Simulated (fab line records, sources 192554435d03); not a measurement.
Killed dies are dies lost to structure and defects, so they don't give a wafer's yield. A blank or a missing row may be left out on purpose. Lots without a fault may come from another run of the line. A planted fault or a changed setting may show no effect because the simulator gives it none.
Chamber matching | flow n5_finfet | N5_BEOL_M7_DESCUM_33 on rie_diel-04: 4 sister chambers
The step chemistry O2, time 7 s. 4 wafers are shown with their chamber, then 10 later ones without.

WAFERS WITH THEIR CHAMBER
wafer  | chamber | showerhead_plenum_p_Torr (Torr)
L085.5 | 1       | 2.15
L085.6 | 0       | 2.05
L086.3 | 2       | 2.01
L086.4 | 3       | 2.09

WAFERS WITHOUT THEIR CHAMBER
wafer  | showerhead_plenum_p_Torr (Torr)
L086.5 | 2.15
L090.1 | 2.15
L090.2 | 2.01
L090.6 | 2.01
L094.1 | 2.04
L094.5 | 2.04
L094.6 | 2.09
L096.1 | 2.04
L096.2 | 2.09
L096.3 | 2.00

WHICH CHAMBER EACH WENT THROUGH
wafer  | from the rows above | in truth
L086.5 | 1                   | 1
L090.1 | 1                   | 1
L090.2 | 2                   | 2
L090.6 | 2                   | 2
L094.1 | 0                   | 0
L094.5 | 0                   | 0
L094.6 | 3                   | 3
L096.1 | 0                   | 0
L096.2 | 3                   | 3
L096.3 | 2                   | 2
Placed correctly: 10 of 10. Can't be placed from these rows: 0. Placed wrongly: 0.
How it was worked out, from the rows above alone: a wafer's distance from a chamber is the root of the sum, over the readings, of the square of ((its reading less the chamber's mean) divided by the reading's scatter). The wafer belongs to the nearest chamber; if the next one is less than 2 further off, it can't be placed. A chamber's mean is the mean of its shown wafers. The scatter: with one shown wafer a chamber, the root of the mean of the squares of how far each hidden wafer lies from its nearest shown one.
